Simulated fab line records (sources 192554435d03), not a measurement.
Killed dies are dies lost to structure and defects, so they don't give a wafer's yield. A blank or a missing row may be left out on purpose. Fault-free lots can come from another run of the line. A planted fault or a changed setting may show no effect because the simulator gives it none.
Which tool did it? / flow n5Finfet / Sampling: 12 lots, 36 wafers, 4 of 1938 route steps

== WHAT THE GAUGES SHOWED, per wafer ==
N5_FIN_SAQP_CD_MEAS_27 targets a cd of 20 nm.
lot=L075; measured=day 2 09:02; on=cdSem-01; cdNm (nm)=20.58 20.44 20.32
lot=L077; measured=day 2 18:08; on=cdSem-01; cdNm (nm)=20.13 20.21 20.10
lot=L079; measured=day 3 06:06; on=cdSem-02; cdNm (nm)=20.90 20.34 20.76
lot=L081; measured=day 3 18:57; on=cdSem-01; cdNm (nm)=20.45 20.49 20.41
lot=L083; measured=day 4 06:14; on=cdSem-01; cdNm (nm)=20.37 20.50 20.35
lot=L085; measured=day 4 19:28; on=cdSem-02; cdNm (nm)=20.51 20.29 20.41
lot=L087; measured=day 5 07:56; on=cdSem-01; cdNm (nm)=19.88 20.24 20.10
lot=L089; measured=day 5 18:01; on=cdSem-02; cdNm (nm)=20.21 20.47 20.65
lot=L091; measured=day 6 05:53; on=cdSem-02; cdNm (nm)=20.49 20.51 20.48
lot=L093; measured=day 6 19:02; on=cdSem-03; cdNm (nm)=20.48 20.27 20.57
lot=L095; measured=day 7 07:22; on=cdSem-02; cdNm (nm)=20.35 20.80 20.52
lot=L097; measured=day 7 22:52; on=cdSem-01; cdNm (nm)=19.96 20.59 20.31

== EACH LOT AND THE TOOL THAT RAN IT (in order: tool; ch and the chambers of the sampled wafers; start) ==
lot=L075; N5_FIN_SAQP_ETCH_52=rieDiel-02 ch 1,2, day 2 06:27; N5_FIN_SAQP_STRIP_55=rieDiel-03 ch 2,3, day 2 06:44; N5_FIN_SAQP_RECESS_75=vaporEtch-02 ch 1, day 2 07:04
lot=L077; N5_FIN_SAQP_ETCH_52=rieDiel-03 ch 0,1,2, day 2 16:14; N5_FIN_SAQP_STRIP_55=rieDiel-04 ch 0,2, day 2 16:31; N5_FIN_SAQP_RECESS_75=vaporEtch-02 ch 0,1, day 2 16:50
lot=L079; N5_FIN_SAQP_ETCH_52=rieDiel-04 ch 1,2, day 3 04:10; N5_FIN_SAQP_STRIP_55=rieDiel-02 ch 1,2, day 3 04:29; N5_FIN_SAQP_RECESS_75=vaporEtch-01 ch 0,1, day 3 04:48
lot=L081; N5_FIN_SAQP_ETCH_52=rieDiel-03 ch 0,1,2, day 3 17:01; N5_FIN_SAQP_STRIP_55=rieDiel-02 ch 0,2,3, day 3 17:18; N5_FIN_SAQP_RECESS_75=vaporEtch-02 ch 0, day 3 17:37
lot=L083; N5_FIN_SAQP_ETCH_52=rieDiel-03 ch 0,1,2, day 4 03:44; N5_FIN_SAQP_STRIP_55=rieDiel-04 ch 0,1,2, day 4 04:07; N5_FIN_SAQP_RECESS_75=vaporEtch-01 ch 0,1, day 4 04:26
lot=L085; N5_FIN_SAQP_ETCH_52=rieDiel-03 ch 1,2,3, day 4 16:50; N5_FIN_SAQP_STRIP_55=rieDiel-02 ch 0,1,3, day 4 17:14; N5_FIN_SAQP_RECESS_75=vaporEtch-02 ch 1, day 4 17:35
lot=L087; N5_FIN_SAQP_ETCH_52=rieDiel-02 ch 1,2,3, day 5 05:50; N5_FIN_SAQP_STRIP_55=rieDiel-04 ch 2,3, day 5 06:11; N5_FIN_SAQP_RECESS_75=vaporEtch-01 ch 0,1, day 5 06:31
lot=L089; N5_FIN_SAQP_ETCH_52=rieDiel-03 ch 1,3, day 5 16:06; N5_FIN_SAQP_STRIP_55=rieDiel-03 ch 1,2, day 5 16:23; N5_FIN_SAQP_RECESS_75=vaporEtch-01 ch 0,1, day 5 16:50
lot=L091; N5_FIN_SAQP_ETCH_52=rieDiel-02 ch 1,2,3, day 6 03:51; N5_FIN_SAQP_STRIP_55=rieDiel-02 ch 1,2,3, day 6 04:14; N5_FIN_SAQP_RECESS_75=vaporEtch-01 ch 0,1, day 6 04:35
lot=L093; N5_FIN_SAQP_ETCH_52=rieDiel-02 ch 0,2,3, day 6 17:08; N5_FIN_SAQP_STRIP_55=rieDiel-03 ch 0,1,2, day 6 17:25; N5_FIN_SAQP_RECESS_75=vaporEtch-02 ch 0,1, day 6 17:44
lot=L095; N5_FIN_SAQP_ETCH_52=rieDiel-03 ch 0,2,3, day 7 04:47; N5_FIN_SAQP_STRIP_55=rieDiel-02 ch 1,2,3, day 7 05:07; N5_FIN_SAQP_RECESS_75=vaporEtch-02 ch 0,1, day 7 05:26
lot=L097; N5_FIN_SAQP_ETCH_52=rieDiel-02 ch 0,2,3, day 7 20:18; N5_FIN_SAQP_STRIP_55=rieDiel-03 ch 0,2, day 7 20:43; N5_FIN_SAQP_RECESS_75=vaporEtch-01 ch 0,1, day 7 21:06
- N5_FIN_SAQP_ETCH_52: etches SOC in N2/H2, target depth 100 nm, overetch 20 nm, time 150 s.
- N5_FIN_SAQP_STRIP_55: strips in N2/H2.
- N5_FIN_SAQP_RECESS_75: chemistry HF/NH3, target SiO2, target depth 14.4 nm, afs cycles 3, sublimation time 60 s.

== THE ANSWER, worked out from the rows above alone ==
Rule: usual is defined by the lots themselves. The widest of any qualifying gaps counts: lots, ordered by their means at a reading, are off when they make up no more than a third of the lots, leave a main group of 4 or more, and stand apart from it by 3 or more times the standard deviation of that group's means. A main group is skipped when, at the precision printed for the reading in the tables above, its means are all equal. A lot without any number at a reading at which 4 lots or more have one is off too. The other lots that the step has rows for count as sound.
No lot is off at any reading shown: from this, nothing can be told.

== WHAT WAS PUT IN BY THE SIMULATOR ==
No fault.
